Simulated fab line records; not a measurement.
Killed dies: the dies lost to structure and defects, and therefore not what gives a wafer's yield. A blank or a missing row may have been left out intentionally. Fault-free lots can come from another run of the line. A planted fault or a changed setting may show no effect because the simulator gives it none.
The tool behind it: which one?	flow n5_finfet	24 lots, 72 wafers sampled, at 6 steps of a route of 1938

== WHAT THE GAUGES READ, wafer by wafer ==
Not one reading of a measure or inspect step in the record can be checked against a usual standard deviation.

== TOOL THAT RAN EACH LOT (tool first, then ch and the chambers of the sampled wafers, then the start) ==
lot	N5_BEOL_M3_ALD_98	N5_BEOL_M3_ETCH_70	N5_BEOL_M3_DEGAS_44	N5_BEOL_M3_PRE_CLEAN_45	N5_BEOL_M3_ANNEAL_93	N5_BEOL_M3_CO_CAP_55
L074	ald_sin-03 ch 2,3, day 7 09:05	rie_diel-06 ch 0,1,2, day 9 16:38	pvd_sputter-01, day 9 17:30	pvd_sputter-01, day 9 17:32	pvd_sputter-02, day 9 21:40	cvd_co-01 ch 0,1,2, day 9 22:53
L075	ald_sin-02 ch 1,2,3, day 7 21:55	rie_diel-02 ch 0,1,2, day 8 22:28	pvd_sputter-02, day 8 23:26	pvd_sputter-02, day 8 23:28	pvd_sputter-02, day 9 03:17	cvd_co-01 ch 0,2, day 9 04:31
L077	ald_sin-02 ch 1,2,3, day 8 10:01	rie_diel-06 ch 0,3, day 10 07:55	pvd_sputter-01, day 10 08:31	pvd_sputter-01, day 10 08:33	pvd_sputter-01, day 10 10:41	cvd_co-02 ch 1,2, day 10 11:54
L076	ald_sin-02 ch 0,2,3, day 8 11:02	rie_diel-02 ch 1,2,3, day 9 16:37	pvd_sputter-02, day 9 17:11	pvd_sputter-02, day 9 17:14	pvd_sputter-01, day 9 23:58	cvd_co-01 ch 0,1, day 10 01:11
L078	ald_sin-02 ch 0,1, day 9 05:58	rie_diel-02 ch 0,1,3, day 10 15:49	pvd_sputter-02, day 10 16:45	pvd_sputter-02, day 10 16:47	pvd_sputter-02, day 10 18:51	cvd_co-01 ch 0,1, day 10 20:04
L079	ald_sin-01 ch 0,2,3, day 10 01:23	rie_diel-02 ch 0,1,2, day 11 08:14	pvd_sputter-02, day 11 09:27	pvd_sputter-02, day 11 09:29	pvd_sputter-03, day 11 11:35	cvd_co-01 ch 0,2, day 11 12:48
L083	ald_sin-02 ch 0,1,3, day 11 02:32	rie_diel-02 ch 0,2,3, day 11 03:02	pvd_sputter-03, day 11 04:07	pvd_sputter-03, day 11 04:10	pvd_sputter-03, day 11 08:16	cvd_co-02 ch 1,2, day 11 09:29
L082	ald_sin-02 ch 0,1,3, day 11 04:54	rie_diel-06 ch 2,3, day 12 03:08	pvd_sputter-03, day 12 03:41	pvd_sputter-03, day 12 03:44	pvd_sputter-01, day 12 07:44	cvd_co-02 ch 0,1, day 12 09:19
L081	ald_sin-02 ch 2,3, day 11 04:59	rie_diel-02 ch 0,2,3, day 11 14:14	pvd_sputter-03, day 11 15:18	pvd_sputter-03, day 11 15:20	pvd_sputter-03, day 11 18:48	cvd_co-01 ch 0,1,2, day 11 20:04
L084	ald_sin-01 ch 1,3, day 11 05:11	rie_diel-02 ch 1,2, day 11 22:30	pvd_sputter-02, day 11 23:43	pvd_sputter-02, day 11 23:45	pvd_sputter-01, day 12 02:22	cvd_co-02 ch 0,1,2, day 12 03:47
L080	ald_sin-03 ch 1,2,3, day 11 14:20	rie_diel-06 ch 1,2, day 12 07:42	pvd_sputter-01, day 12 08:21	pvd_sputter-01, day 12 08:23	pvd_sputter-03, day 12 10:22	cvd_co-02 ch 0,2, day 12 11:44
L086	ald_sin-03 ch 0,1, day 11 15:49	rie_diel-06 ch 0,2, day 13 03:06	pvd_sputter-01, day 13 04:10	pvd_sputter-01, day 13 04:13	pvd_sputter-01, day 13 06:16	cvd_co-01 ch 0,1,2, day 13 07:30
L085	ald_sin-03 ch 0,1,3, day 11 19:01	rie_diel-02 ch 0,2,3, day 12 02:40	pvd_sputter-02, day 12 03:28	pvd_sputter-02, day 12 03:30	pvd_sputter-01, day 12 05:53	cvd_co-02 ch 0,1,2, day 12 07:09
L087	ald_sin-03 ch 0,1, day 11 19:10	rie_diel-05 ch 0,2,3, day 12 13:50	pvd_sputter-03, day 12 14:40	pvd_sputter-03, day 12 14:42	pvd_sputter-01, day 12 16:53	cvd_co-02 ch 1,2, day 12 18:11
L089	ald_sin-01 ch 0,1,3, day 12 01:14	rie_diel-06 ch 0,3, day 13 04:04	pvd_sputter-01, day 13 04:40	pvd_sputter-01, day 13 04:42	pvd_sputter-01, day 13 08:06	cvd_co-01 ch 1,2, day 13 09:24
L088	ald_sin-01 ch 0,1, day 12 05:47	rie_diel-05 ch 0,2,3, day 13 04:10	pvd_sputter-02, day 13 07:33	pvd_sputter-02, day 13 07:35	pvd_sputter-02, day 13 09:32	cvd_co-02 ch 1,2, day 13 10:45
L093	ald_sin-01 ch 1,2,3, day 12 09:09	rie_diel-02 ch 1,2,3, day 13 07:35	pvd_sputter-03, day 13 08:41	pvd_sputter-03, day 13 08:43	pvd_sputter-03, day 13 10:40	cvd_co-01 ch 0,1,2, day 13 11:53
L090	ald_sin-02 ch 1,3, day 12 20:37	rie_diel-05 ch 0,2, day 13 10:34	pvd_sputter-03, day 13 11:44	pvd_sputter-03, day 13 11:47	pvd_sputter-03, day 13 13:50	cvd_co-01 ch 0,2, day 13 15:04
L092	ald_sin-01 ch 0,1,3, day 13 00:19	rie_diel-05 ch 0,1, day 13 14:41	pvd_sputter-01, day 13 15:19	pvd_sputter-01, day 13 15:22	pvd_sputter-01, day 13 19:05	cvd_co-01 ch 1,2, day 13 20:19
L091	ald_sin-02 ch 0,1, day 13 01:17	rie_diel-06 ch 1,3, day 13 21:04	pvd_sputter-02, day 13 21:50	pvd_sputter-02, day 13 21:53	pvd_sputter-01, day 13 23:54	cvd_co-01 ch 0,2, day 14 01:17
L094	ald_sin-03 ch 0,1,2, day 13 06:41	rie_diel-02 ch 1,2,3, day 14 04:13	pvd_sputter-01, day 14 04:46	pvd_sputter-01, day 14 04:49	pvd_sputter-01, day 14 06:48	cvd_co-01 ch 0,2, day 14 08:01
L095	ald_sin-01 ch 0,1,2, day 13 09:37	rie_diel-02 ch 1,2,3, day 14 07:56	pvd_sputter-02, day 14 08:51	pvd_sputter-02, day 14 08:53	pvd_sputter-03, day 14 11:04	cvd_co-02 ch 1,2, day 14 12:17
L097	ald_sin-01 ch 0,2,3, day 13 09:43	rie_diel-05 ch 0,1,3, day 14 08:05	pvd_sputter-02, day 14 09:03	pvd_sputter-02, day 14 09:05	pvd_sputter-03, day 14 12:54	cvd_co-02 ch 0,1,2, day 14 14:07
L096	ald_sin-02 ch 1,2,3, day 13 21:03	rie_diel-06 ch 0,1, day 14 13:48	pvd_sputter-03, day 14 14:20	pvd_sputter-03, day 14 14:23	pvd_sputter-02, day 14 16:34	cvd_co-02 ch 0,1, day 14 17:48
- N5_BEOL_M3_ALD_98: deposits SiO2, target thk 2.5 nm, pulse time 1 s, co reactant pulse time 1 s.
- N5_BEOL_M3_ETCH_70: etches SOC in N2/H2, target depth 80 nm, overetch 16 nm, time 120 s.
- N5_BEOL_M3_DEGAS_44: time 60 s.
- N5_BEOL_M3_PRE_CLEAN_45: time 30 s.
- N5_BEOL_M3_ANNEAL_93: time 240 s.
- N5_BEOL_M3_CO_CAP_55: material Co, precursor CCTBA/H2, target thk 2 nm, time 102.1 s.

== AS READ BY THE TOOLS THEMSELVES (means over the sampled wafers that have a number; for cases with no such wafer, the mark the record gives instead) ==
N5_BEOL_M3_ALD_98.
lot	tool	heater_power_w (W)	precursor_pulse_height_rel
L074	ald_sin-03	71	0.988
L075	ald_sin-02	79	1.010
L077	ald_sin-02	77	0.998
L076	ald_sin-02	84	1.014
L078	ald_sin-02	67	0.998
L079	ald_sin-01	78	0.994
L083	ald_sin-02	76	1.009
L082	ald_sin-02	75	0.979
L081	ald_sin-02	87	0.981
L084	ald_sin-01	78	1.000
L080	ald_sin-03	71	1.000
L086	ald_sin-03	75	0.995
L085	ald_sin-03	76	1.014
L087	ald_sin-03	81	0.997
L089	ald_sin-01	76	0.980
L088	ald_sin-01	75	1.007
L093	ald_sin-01	79	1.003
L090	ald_sin-02	78	1.016
L092	ald_sin-01	76	0.994
L091	ald_sin-02	73	1.012
L094	ald_sin-03	76	1.003
L095	ald_sin-01	80	0.985
L097	ald_sin-01	77	1.006
L096	ald_sin-02	80	1.008

N5_BEOL_M3_ETCH_70.
lot	tool	drypump_motor_current_A (A)	oes_product_au (a.u.)	rf_vpp_V (V)	showerhead_plenum_p_Torr (Torr)	throttle_valve_pct (%)
L074	rie_diel-06	5.9	0.59	521.1	2.44	17.95
L075	rie_diel-02	5.7	0.62	526.3	2.63	17.62
L077	rie_diel-06	5.8	0.54	523.1	2.47	18.25
L076	rie_diel-02	5.7	0.63	524.3	2.53	17.67
L078	rie_diel-02	5.3	0.62	522.9	2.53	17.67
L079	rie_diel-02	5.7	0.61	526.6	2.63	17.64
L083	rie_diel-02	5.5	0.58	523.4	2.54	17.63
L082	rie_diel-06	6.0	0.52	520.3	2.43	18.02
L081	rie_diel-02	5.4	0.58	523.6	2.54	17.63
L084	rie_diel-02	6.0	0.61	525.9	2.63	17.66
L080	rie_diel-06	5.8	0.62	521.9	2.45	17.90
L086	rie_diel-06	6.0	0.53	519.0	2.41	17.97
L085	rie_diel-02	5.5	0.57	523.2	2.54	17.65
L087	rie_diel-05	5.6	0.66	522.0	2.51	18.05
L089	rie_diel-06	5.8	0.53	522.5	2.47	18.29
L088	rie_diel-05	5.6	0.66	523.2	2.51	18.08
L093	rie_diel-02	5.7	0.60	523.4	2.52	17.70
L090	rie_diel-05	5.7	0.66	522.1	2.47	18.05
L092	rie_diel-05	5.6	0.60	523.4	2.52	17.77
L091	rie_diel-06	5.6	0.61	522.6	2.48	18.08
L094	rie_diel-02	5.7	0.60	524.0	2.52	17.71
L095	rie_diel-02	5.7	0.60	523.4	2.52	17.72
L097	rie_diel-05	5.6	0.64	523.5	2.54	17.84
L096	rie_diel-06	5.8	0.58	520.9	2.43	18.10

N5_BEOL_M3_DEGAS_44.
lot	tool	heater_power_w (W)
L074	pvd_sputter-01	338
L075	pvd_sputter-02	340
L077	pvd_sputter-01	318
L076	pvd_sputter-02	333
L078	pvd_sputter-02	335
L079	pvd_sputter-02	363
L083	pvd_sputter-03	365
L082	pvd_sputter-03	374
L081	pvd_sputter-03	326
L084	pvd_sputter-02	374
L080	pvd_sputter-01	320
L086	pvd_sputter-01	298
L085	pvd_sputter-02	339
L087	pvd_sputter-03	346
L089	pvd_sputter-01	302
L088	pvd_sputter-02	290
L093	pvd_sputter-03	341
L090	pvd_sputter-03	340
L092	pvd_sputter-01	299
L091	pvd_sputter-02	306
L094	pvd_sputter-01	317
L095	pvd_sputter-02	276
L097	pvd_sputter-02	316
L096	pvd_sputter-03	349

N5_BEOL_M3_PRE_CLEAN_45.
lot	tool	heater_power_w (W)
L074	pvd_sputter-01	340
L075	pvd_sputter-02	337
L077	pvd_sputter-01	316
L076	pvd_sputter-02	330
L078	pvd_sputter-02	333
L079	pvd_sputter-02	363
L083	pvd_sputter-03	363
L082	pvd_sputter-03	378
L081	pvd_sputter-03	328
L084	pvd_sputter-02	374
L080	pvd_sputter-01	321
L086	pvd_sputter-01	298
L085	pvd_sputter-02	338
L087	pvd_sputter-03	344
L089	pvd_sputter-01	303
L088	pvd_sputter-02	294
L093	pvd_sputter-03	340
L090	pvd_sputter-03	347
L092	pvd_sputter-01	301
L091	pvd_sputter-02	309
L094	pvd_sputter-01	313
L095	pvd_sputter-02	275
L097	pvd_sputter-02	315
L096	pvd_sputter-03	347

N5_BEOL_M3_ANNEAL_93.
lot	tool	heater_power_w (W)	susceptor_temp_C_max
L074	pvd_sputter-02	874	401.2
L075	pvd_sputter-02	832	401.1
L077	pvd_sputter-01	741	400.8
L076	pvd_sputter-01	745	400.6
L078	pvd_sputter-02	780	401.0
L079	pvd_sputter-03	945	401.4
L083	pvd_sputter-03	876	401.3
L082	pvd_sputter-01	700	400.5
L081	pvd_sputter-03	794	401.1
L084	pvd_sputter-01	793	400.9
L080	pvd_sputter-03	909	401.2
L086	pvd_sputter-01	798	401.0
L085	pvd_sputter-01	738	400.8
L087	pvd_sputter-01	835	400.9
L089	pvd_sputter-01	787	401.0
L088	pvd_sputter-02	729	401.0
L093	pvd_sputter-03	858	401.2
L090	pvd_sputter-03	854	401.0
L092	pvd_sputter-01	788	400.8
L091	pvd_sputter-01	784	400.7
L094	pvd_sputter-01	738	400.8
L095	pvd_sputter-03	839	401.0
L097	pvd_sputter-03	883	401.1
L096	pvd_sputter-02	827	401.1

N5_BEOL_M3_CO_CAP_55.
lot	tool	heater_power_w (W)
L074	cvd_co-01	216
L075	cvd_co-01	225
L077	cvd_co-02	233
L076	cvd_co-01	217
L078	cvd_co-01	199
L079	cvd_co-01	223
L083	cvd_co-02	233
L082	cvd_co-02	219
L081	cvd_co-01	214
L084	cvd_co-02	224
L080	cvd_co-02	218
L086	cvd_co-01	219
L085	cvd_co-02	225
L087	cvd_co-02	237
L089	cvd_co-01	222
L088	cvd_co-02	235
L093	cvd_co-01	217
L090	cvd_co-01	226
L092	cvd_co-01	219
L091	cvd_co-01	228
L094	cvd_co-01	229
L095	cvd_co-02	237
L097	cvd_co-02	226
L096	cvd_co-02	220

== THE ANSWER, worked out from the rows above alone ==
Rule: what is usual is taken from the lots themselves. Put in order of their means at a reading, lots are off if they are a third of the lots or fewer, leave a main group of 4 or more, and stand apart from it by a gap of 3 or more times the standard deviation of the main group's means; of several such gaps the widest counts. The tables above print the reading to a certain number of digits; a main group whose means all agree to those digits is not used. Also off: a lot with no number at a reading for which 4 or more lots have one. Any other lot the step has rows for is counted as sound. Order of review: gauges by route order, followed by the tools' own readings, for which a lot's mean as printed above is used. The first step at which some lot is off is used, and at that step the reading that is off furthest; a lot without a number counts as furthest.
No lot is off at any reading shown: from this, nothing can be told.

== WHAT WAS PUT IN BY THE SIMULATOR ==
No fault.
